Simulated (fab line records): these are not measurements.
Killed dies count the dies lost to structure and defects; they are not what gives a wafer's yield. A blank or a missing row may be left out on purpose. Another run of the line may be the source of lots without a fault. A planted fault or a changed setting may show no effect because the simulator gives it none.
Matching of chambers -- flow n5 finfet -- N5_BEOL_M0_SAQP_SPACER2_ALD_26 on ald sin-01 has 4 sister chambers
The step deposits SiO2, target thk 15 nm, pulse time 1 s, purge time 2 s. 8 wafers are shown with their chamber, then 7 later ones without.

EACH WAFER AND ITS CHAMBER
wafer,chamber,heater power w (W),precursor pulse height rel
L081.2,0,559,0.987
L081.4,3,421,1.005
L081.5,0,551,1.012
L082.1,1,476,1.001
L082.4,2,524,1.020
L082.6,2,506,0.976
L085.2,1,479,0.982
L085.4,3,414,1.031

WAFERS MISSING THEIR CHAMBER
wafer,heater power w (W),precursor pulse height rel
L085.6,492,0.978
L088.2,492,0.975
L088.3,513,0.989
L088.4,553,0.971
L095.2,565,0.996
L095.5,504,1.012
L095.6,415,1.003

WHICH CHAMBER EACH WENT THROUGH
wafer,from the rows above,in truth
L085.6,can't be placed: 1 or 2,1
L088.2,can't be placed: 1 or 2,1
L088.3,2,2
L088.4,0,0
L095.2,0,0
L095.5,2,2
L095.6,3,3
5 of 7 placed correctly. Cannot be placed on the basis of these rows: 2; the candidates contain the true chamber in 2. Wrongly placed: 0.
How it was worked out, from the rows above alone: a wafer's distance from a chamber is the root of the sum, over the readings, of the square of ((its reading less the chamber's mean) divided by the reading's scatter). If the next closest chamber is less than 2 further off than the closest, the wafer can't be placed; otherwise it belongs to the closest. For every chamber, the mean is computed from those of its wafers that are shown. The scatter: the root of (the sum of the squares of (reading less its chamber's mean) over the shown wafers, divided by (wafers less chambers)).
